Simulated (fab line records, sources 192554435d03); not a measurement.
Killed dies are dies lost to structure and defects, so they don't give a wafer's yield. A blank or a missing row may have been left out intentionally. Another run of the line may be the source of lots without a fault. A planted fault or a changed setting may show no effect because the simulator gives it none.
fab line records -- flow n5Finfet
record: lots: 9, wafers: 27, lastDay: 19
route steps=1938 shown HKMG_FIN@389 BEOL_M4@1111
lots with no fault: from the same line, run without faults
startH: start of the lot's first displayed wafer, in hours after the record's first day -- waitH: hours since the lot's step before -- " the same as in the row above -- L1.1+2: a row that stands for several wafers -- - value missing, or start not given -- * or withheld: withheld -- < > ~ a bound
route shown NAME@n: names a module that has steps shown in the file, with the first one's number in the route -- usual: average and standard deviation across the fault-free wafers -- same: alike in all rows -- chamber/n: place in a boat -- sites: the reading at each site -- _std_site: the values' standard deviation -- _edge_site: inner sites' mean taken away from outer sites' mean -- radiusMm: for every site, how far away it sits from the centre of the wafer -- mask NAME#n: copy n -- behind: tool/chamber where the wafer was last shaped -- hold: cause of the lot's hold/its duration in hours/its outcome -- device: transistor that didn't switch, given as n, p or np -- end of line: the same wafers' tests at the end of the route -- a step without rows: its recipe alone -- killed: at the first sort, the dies lost to defects and structure; wafer yield is something else -- map: dies across one wafer; x = killed, . = not, _ = none there
set.NAME: the run value of the setting; set.NAME@STEP: its run value at that earlier step -- model.NAME: the simulator's own value behind a step, which no gauge read
steps of the route over a sample of lots; a table a step, a row a wafer
services: when a tool's chamber went out of use (startH, in hours from the record's first day, below 0 if earlier), for how many hours, and the reason
== steps ==
step: N5_HKMG_FIN_ALD_75
recipe: material: Al2O3, targetThkA: 10, tempC: 150, aldPrecursorFamily: TMA, aldCoReactant: H2O, pulseTimeS: withheld, coReactantPulseTimeS: 1
usual: heaterPowerW: 148/15, precursorPulseHeightRel: 1.000/0.022, susceptorTempC: 149.98/0.14
lot.wafer,tool,chamber,startH,waitH,heaterPowerW,precursorPulseHeightRel,susceptorTempC
L472.2,aldHk-01,2,74.67,0.0,170,1.005,149.86
L472.5,aldHk-01,0,74.67,0.0,141,1.032,149.78
L472.6,aldHk-01,3,74.67,0.0,151,1.006,149.97
L476.1,aldHk-01,2,97.99,0.0,173,0.998,150.14
L476.2,aldHk-01,1,97.99,0.0,136,0.998,150.12
L476.6,aldHk-01,3,97.99,0.0,156,0.967,150.03
L479.3,aldHk-03,0,113.59,0.2,171,0.949,150.17
L479.5,aldHk-03,0,113.59,0.2,176,0.963,150.07
L479.6,aldHk-03,1,113.59,0.2,138,1.018,149.87
L480.3,aldHk-01,1,121.18,0.0,132,1.015,150.02
L480.5,aldHk-01,0,121.18,0.0,139,1.002,149.95
L480.6,aldHk-01,3,121.18,0.0,152,1.023,149.94
L486.2,aldHk-02,3,159.89,0.0,123,1.007,150.10
L486.3,aldHk-02,2,159.89,0.0,135,1.024,150.27
L486.4,aldHk-02,1,159.89,0.0,164,0.974,150.03
L489.1,aldHk-02,2,177.46,0.0,137,1.012,150.04
L489.2,aldHk-02,0,177.46,0.0,156,0.995,149.80
L489.4,aldHk-02,3,177.46,0.0,120,0.960,150.10
L492.1,aldHk-01,1,192.60,0.0,137,0.979,149.88
L492.2,aldHk-01,2,192.60,0.0,171,0.972,149.98
L492.5,aldHk-01,1,192.60,0.0,132,1.028,149.80
L493.1,aldHk-02,0,202.20,0.0,154,1.000,149.93
L493.4,aldHk-02,3,202.20,0.0,122,0.985,150.07
L493.5,aldHk-02,3,202.20,0.0,120,1.031,149.87
L495.3,aldHk-03,1,208.40,0.0,136,0.996,150.07
L495.4,aldHk-03,2,208.40,0.0,151,1.025,150.11
L495.5,aldHk-03,2,208.40,0.0,154,1.030,150.16
step: N5_HKMG_FIN_INSPECT_61
recipe: mode: adi, inspectInstrument: macro
usual: rawDefectCount: 2.0/1.4
lot.wafer,tool,chamber,startH,waitH,rawDefectCount
L472.2,defectInspect-01,-,75.20,0.0,1
L472.5,defectInspect-01,-,75.20,0.0,2
L472.6,defectInspect-01,-,75.20,0.0,4
L476.1,defectInspect-01,-,98.39,0.0,2
L476.2,defectInspect-01,-,98.39,0.0,5
L476.6,defectInspect-01,-,98.39,0.0,2
L479.3,defectInspect-01,-,114.34,0.0,4
L479.5,defectInspect-01,-,114.34,0.0,0
L479.6,defectInspect-01,-,114.34,0.0,1
L480.3,defectInspect-01,-,121.71,0.0,2
L480.5,defectInspect-01,-,121.71,0.0,1
L480.6,defectInspect-01,-,121.71,0.0,3
L486.2,defectInspect-02,-,160.41,0.0,3
L486.3,defectInspect-02,-,160.41,0.0,1
L486.4,defectInspect-02,-,160.41,0.0,1
L489.1,defectInspect-02,-,177.86,0.0,4
L489.2,defectInspect-02,-,177.86,0.0,3
L489.4,defectInspect-02,-,177.86,0.0,1
L492.1,defectInspect-02,-,192.99,0.0,0
L492.2,defectInspect-02,-,192.99,0.0,3
L492.5,defectInspect-02,-,192.99,0.0,1
L493.1,defectInspect-01,-,202.72,0.0,2
L493.4,defectInspect-01,-,202.72,0.0,1
L493.5,defectInspect-01,-,202.72,0.0,5
L495.3,defectInspect-01,-,208.92,0.0,1
L495.4,defectInspect-01,-,208.92,0.0,4
L495.5,defectInspect-01,-,208.92,0.0,1
step: N5_HKMG_FIN_STRIP_57
recipe: chemistry: CF4, resist: SiARC, powerW: 300, biasPowerW: 75, pressureMtorr: 50, cf4FlowSccm: 150, rfFrequencyHz: 6e+07
usual: biasPowerW: 75.00/0.2, drypumpMotorCurrentA: 5.8/0.41, oesProductAu: 0.74/0.039, rfFwdPowerW: 294.4/1.6, rfVppV: 271.1/1.7, showerheadPlenumPTorr: 1.79/0.064, throttleValvePct: 13.70/0.22
lot.wafer,tool,chamber,startH,waitH,biasPowerW,drypumpMotorCurrentA,oesProductAu,rfFwdPowerW,rfHoursCounterH,rfVppV,showerheadPlenumPTorr,throttleValvePct
L472.2,rieDiel-05,2,75.51,0.0,74.77,5.5,0.75,-,163,272.6,1.87,13.45
L472.5,rieDiel-05,1,75.51,0.0,74.97,6.5,0.71,-,-,270.0,1.71,13.75
L472.6,rieDiel-05,2,75.51,0.0,75.17,5.5,0.76,-,-,273.3,1.87,13.45
L476.1,rieDiel-02,2,98.72,0.0,75.13,6.4,0.86,291.1,40,272.7,1.90,13.42
L476.2,rieDiel-02,0,98.72,0.0,75.17,5.8,0.71,-,214,268.4,1.70,13.56
L476.6,rieDiel-02,0,98.72,0.0,75.38,5.8,0.72,-,-,268.0,1.71,13.58
L479.3,rieDiel-05,1,115.16,0.0,74.85,6.5,0.71,-,211,269.9,1.70,13.77
L479.5,rieDiel-05,3,115.16,0.0,74.71,6.1,0.76,294.1,-,271.1,1.80,13.69
L479.6,rieDiel-05,0,115.16,0.0,74.73,5.6,0.72,-,-,270.2,1.78,13.92
L480.3,rieDiel-02,3,122.22,0.0,75.04,4.9,0.71,296.6,197,269.6,1.79,13.71
L480.5,rieDiel-02,2,122.22,0.0,74.79,6.4,0.85,292.1,-,274.9,1.90,13.44
L480.6,rieDiel-02,3,122.22,0.0,75.44,4.9,0.71,297.3,-,271.3,1.79,13.70
L486.2,rieDiel-05,0,160.73,0.0,74.67,5.6,0.71,-,200,271.1,1.78,13.97
L486.3,rieDiel-05,2,160.73,0.0,74.91,5.5,0.73,292.8,190,271.6,1.86,13.52
L486.4,rieDiel-05,1,160.73,0.0,75.00,6.5,0.69,-,226,268.4,1.70,13.82
L489.1,rieDiel-05,0,178.39,0.0,75.36,5.6,0.70,-,206,270.8,1.78,13.99
L489.2,rieDiel-05,2,178.39,0.0,74.90,5.5,0.73,293.8,197,273.1,1.86,13.53
L489.4,rieDiel-05,1,178.39,0.0,75.12,6.5,0.69,-,232,268.7,1.70,13.82
L492.1,rieDiel-04,2,193.52,0.0,75.01,6.0,0.72,293.0,196,268.3,1.70,13.46
L492.2,rieDiel-04,3,193.52,0.0,74.88,5.7,0.69,295.7,218,272.5,1.84,14.02
L492.5,rieDiel-04,0,193.52,0.0,75.18,5.6,0.78,295.3,-,268.9,1.76,13.34
L493.1,rieDiel-04,2,203.03,0.0,74.74,6.0,0.72,294.7,199,268.2,1.70,13.46
L493.4,rieDiel-04,0,203.03,0.0,74.90,5.6,0.79,-,92,270.6,1.76,13.37
L493.5,rieDiel-04,3,203.03,0.0,74.74,5.7,0.69,-,-,270.3,1.84,14.04
L495.3,rieDiel-02,2,209.33,0.0,74.78,6.4,0.81,293.1,77,272.4,1.89,13.48
L495.4,rieDiel-02,1,209.33,0.0,75.26,5.8,0.71,-,-,272.2,1.84,13.82
L495.5,rieDiel-02,3,209.33,0.0,75.24,4.9,0.69,296.3,-,272.3,1.78,13.79
step: N5_HKMG_FIN_PWFM_ALD_03
recipe: material: TiN, targetThkA: 20, tempC: 400, aldPrecursorFamily: TiCl4, aldCoReactant: NH3, pulseTimeS: 1, purgeTimeS: 3, coReactantPurgeTimeS: 2, coReactantPulseTimeS: 2, aldCycles: 91, pressureTorr: 3
usual: heaterPowerW: 842/79, precursorPulseHeightRel: 1.001/0.02, susceptorTempC: 400.03/0.24
same: coReactantPurgeTimeS: 2
lot.wafer,tool,chamber,startH,waitH,heaterPowerW,precursorPulseHeightRel,susceptorTempC
L472.2,aldMetal-02,1,77.89,0.0,718,1.015,399.91
L472.5,aldMetal-02,0,77.89,0.0,737,1.027,400.07
L472.6,aldMetal-02,1,77.89,0.0,716,1.003,400.01
L476.1,aldMetal-04,3,100.89,0.0,940,0.981,400.09
L476.2,aldMetal-04,0,100.89,0.0,876,0.976,399.83
L476.6,aldMetal-04,0,100.89,0.0,865,0.961,399.86
L479.3,aldMetal-04,3,117.32,0.0,998,0.993,418.04
L479.5,aldMetal-04,3,117.32,0.0,1029,0.974,418.07
L479.6,aldMetal-04,0,117.32,0.0,978,1.021,418.17
L480.3,aldMetal-04,3,124.52,0.0,1013,0.976,418.16
L480.5,aldMetal-04,1,124.52,0.0,1056,1.022,418.10
L480.6,aldMetal-04,0,124.52,0.0,964,0.976,418.24
L486.2,aldMetal-02,3,162.89,0.0,936,1.038,400.19
L486.3,aldMetal-02,2,162.89,0.0,766,0.968,400.10
L486.4,aldMetal-02,0,162.89,0.0,727,0.978,400.06
L489.1,aldMetal-02,0,180.79,0.0,748,1.011,399.94
L489.2,aldMetal-02,1,180.79,0.0,724,1.003,400.06
L489.4,aldMetal-02,3,180.79,0.0,923,1.011,399.78
L492.1,aldMetal-02,3,195.68,0.0,938,0.995,399.92
L492.2,aldMetal-02,0,195.68,0.0,731,0.997,399.95
L492.5,aldMetal-02,2,195.68,0.0,782,0.964,399.79
L493.1,aldMetal-03,0,205.19,0.0,935,0.974,399.97
L493.4,aldMetal-03,2,205.19,0.0,870,0.988,400.05
L493.5,aldMetal-03,3,205.19,0.0,849,0.989,400.46
L495.3,aldMetal-03,1,211.51,0.0,864,1.019,400.40
L495.4,aldMetal-03,0,211.51,0.0,912,0.997,399.51
L495.5,aldMetal-03,1,211.51,0.0,841,0.980,400.35
step: N5_BEOL_M4_RC_MEAS_101
usual: DIBL_N: 36.6/1.9, DIBL_P: 36.7/2.2, IOFF_N: 0.16/0.035, IOFF_P: 0.22/0.038, ION_N: 672/14, ION_P: 462/8.3, SS_N: 71.6/0.65, SS_P: 73.5/0.72, VT_N: 250/3.5, VT_P: -250/3.1
lot.wafer,tool,chamber,startH,waitH,DIBL_N[mV/V],DIBL_P[mV/V],IOFF_N[nA/um],IOFF_P[nA/um],ION_N[uA/um],ION_P[uA/um],SS_N[mV/dec],SS_P[mV/dec],VT_N[mV],VT_P[mV]
L472.2,prober-01,0,203.17,0.2,39.2,40.5,0.22,0.34,686,483,71.1,74.5,243,-239
L472.5,prober-01,0,203.17,0.2,37.5,39.0,0.17,0.29,677,471,71.0,73.9,247,-244
L472.6,prober-01,0,203.17,0.2,33.2,32.6,0.10,0.18,646,455,69.9,72.5,255,-252
L476.1,prober-02,0,207.69,0.0,36.5,36.7,0.15,0.19,653,448,71.6,73.3,254,-258
L476.2,prober-02,0,207.69,0.0,34.4,34.7,0.12,0.16,667,453,71.0,72.7,254,-257
L476.6,prober-02,0,207.69,0.0,33.4,32.6,0.11,0.14,650,442,70.7,71.6,257,-257
L479.3,prober-01,0,237.16,0.3,35.9,35.8,0.14,0.19,675,461,71.9,73.2,254,-251
L479.5,prober-01,0,237.16,0.3,37.0,38.1,0.17,0.25,661,462,71.1,74.0,250,-247
L479.6,prober-01,0,237.16,0.3,38.1,38.4,0.18,0.26,685,472,72.2,74.1,250,-249
L480.3,prober-01,0,238.77,0.3,36.2,36.5,0.14,0.24,674,466,71.4,73.3,256,-247
L480.5,prober-01,0,238.77,0.3,36.9,37.1,0.16,0.27,673,474,71.7,74.2,251,-241
L480.6,prober-01,0,238.77,0.3,35.3,35.5,0.13,0.24,674,472,71.0,73.5,251,-246
L486.2,prober-02,0,279.73,0.2,34.9,35.8,0.13,0.18,671,456,72.0,73.1,253,-253
L486.3,prober-02,0,279.73,0.2,36.9,37.6,0.18,0.22,673,454,72.6,73.7,250,-250
L486.4,prober-02,0,279.73,0.2,36.8,38.6,0.17,0.24,672,463,71.8,73.5,249,-248
L489.1,prober-02,0,293.14,0.0,36.2,37.9,0.19,0.24,674,467,71.5,74.5,246,-247
L489.2,prober-02,0,293.14,0.0,36.8,38.9,0.19,0.25,671,464,71.4,73.9,248,-248
L489.4,prober-02,0,293.14,0.0,35.7,37.4,0.18,0.23,679,465,72.3,73.9,247,-247
L492.1,prober-01,0,319.10,0.0,37.4,38.4,0.16,0.22,678,468,71.0,74.4,251,-249
L492.2,prober-01,0,319.10,0.0,37.4,38.9,0.17,0.25,667,455,71.4,73.9,253,-247
L492.5,prober-01,0,319.10,0.0,38.9,38.7,0.18,0.24,654,452,72.4,74.9,254,-249
L493.1,prober-02,0,326.31,0.0,38.1,37.1,0.19,0.25,669,458,71.4,73.8,249,-248
L493.4,prober-02,0,326.31,0.0,35.2,34.2,0.14,0.19,680,466,71.2,72.6,251,-250
L493.5,prober-02,0,326.31,0.0,35.7,34.4,0.14,0.21,678,474,71.6,73.6,249,-248
L495.3,prober-01,0,328.16,0.3,37.0,38.4,0.17,0.22,674,467,71.4,73.3,251,-250
L495.4,prober-01,0,328.16,0.3,36.8,38.0,0.17,0.24,676,459,72.2,74.1,248,-248
L495.5,prober-01,0,328.16,0.3,38.7,39.6,0.20,0.26,694,470,72.2,73.6,249,-248
== services ==
tool,chamber,startH,hours,kind
rieDiel-02,1,58.16,9.7,repair
rieDiel-05,-,70.86,2.8,pm
aldMetal-02,-,87.21,0.3,repair
rieDiel-05,-,117.75,0.6,repair
rieDiel-05,-,126.84,0.3,repair
rieDiel-04,0,146.11,2.5,repair
aldMetal-02,1,195.12,23.4,repair
rieDiel-02,0,205.33,-,clean
rieDiel-02,0,205.33,-,consumableReplace:focusRing
rieDiel-02,0,205.33,-,consumableReplace:showerhead
rieDiel-02,0,205.33,23.1,scheduledDown
rieDiel-02,0,205.33,23.1,ventCycle
== key ==
firstSign: step: N5_HKMG_FIN_PWFM_ALD_03, reading: susceptorTempC, direction: up, sigmas: 76, usual: *, struck: *
effect: step: N5_HKMG_FIN_PWFM_ALD_03, reading: heaterPowerW, direction: up, sigmas: 2.1, usual: *, struck: *
metAt N5_HKMG_FIN_PWFM_ALD_03
struckLots L479,L480
notActingAt N5_HKMG_FIN_ALD_75,N5_HKMG_FIN_INSPECT_61,N5_HKMG_FIN_STRIP_57
onsetBetween 100.89 117.32
fault: kind: processParameterDrift, tool: aldMetal-04, chamber: -, onsetH: 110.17, steps: N5_HKMG_FIN_PWFM_ALD_03, channel: tempC, offset: *, shape: step, endH: 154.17, actsIn: *, stated: *
